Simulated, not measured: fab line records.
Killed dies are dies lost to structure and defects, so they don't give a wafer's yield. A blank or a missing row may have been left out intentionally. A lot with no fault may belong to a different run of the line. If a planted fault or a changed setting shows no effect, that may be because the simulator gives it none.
Chamber matching | flow n5-finfet | N5_BEOL_M3_STRIP_66 on rie-diel-01 has 4 sister chambers
The step strips in CF4. 4 wafers are shown with their chamber, then 8 later ones without.

EACH WAFER AND ITS CHAMBER
wafer  | chamber | showerhead-plenum-p-Torr (Torr)
L084.3 | 1       | 1.70
L084.5 | 0       | 1.79
L086.6 | 2       | 1.74
L088.4 | 3       | 1.73

WAFERS MISSING THEIR CHAMBER
wafer  | showerhead-plenum-p-Torr (Torr)
L088.5 | 1.78
L088.6 | 1.70
L093.2 | 1.78
L093.4 | 1.73
L093.5 | 1.91
L097.3 | 1.91
L097.4 | 1.72
L097.5 | 1.72

EACH ONE'S CHAMBER
wafer  | from the rows above               | in truth
L088.5 | can't be placed: 0 or 2 or 3 or 1 | 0
L088.6 | can't be placed: 1 or 3 or 2 or 0 | 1
L093.2 | can't be placed: 0 or 2 or 3 or 1 | 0
L093.4 | can't be placed: 3 or 2 or 1 or 0 | 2
L093.5 | can't be placed: 0 or 2 or 3 or 1 | 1
L097.3 | can't be placed: 0 or 2 or 3 or 1 | 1
L097.4 | can't be placed: 3 or 1 or 2 or 0 | 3
L097.5 | can't be placed: 3 or 1 or 2 or 0 | 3
Correct placement for 0 of the 8. Unplaceable from these rows: 8, with the true chamber sitting among the candidates in 8. Number placed wrongly: 0.
How it was worked out, from the rows above alone: a wafer's distance from a chamber is the root of the sum, over the readings, of the square of ((its reading less the chamber's mean) divided by the reading's scatter). If the next closest chamber is less than 2 further off than the closest, the wafer can't be placed; otherwise it belongs to the closest. The mean given for a chamber averages the wafers shown for that chamber. The scatter: root of mean squared gap, hidden wafer to nearest shown wafer, with one shown wafer a chamber.
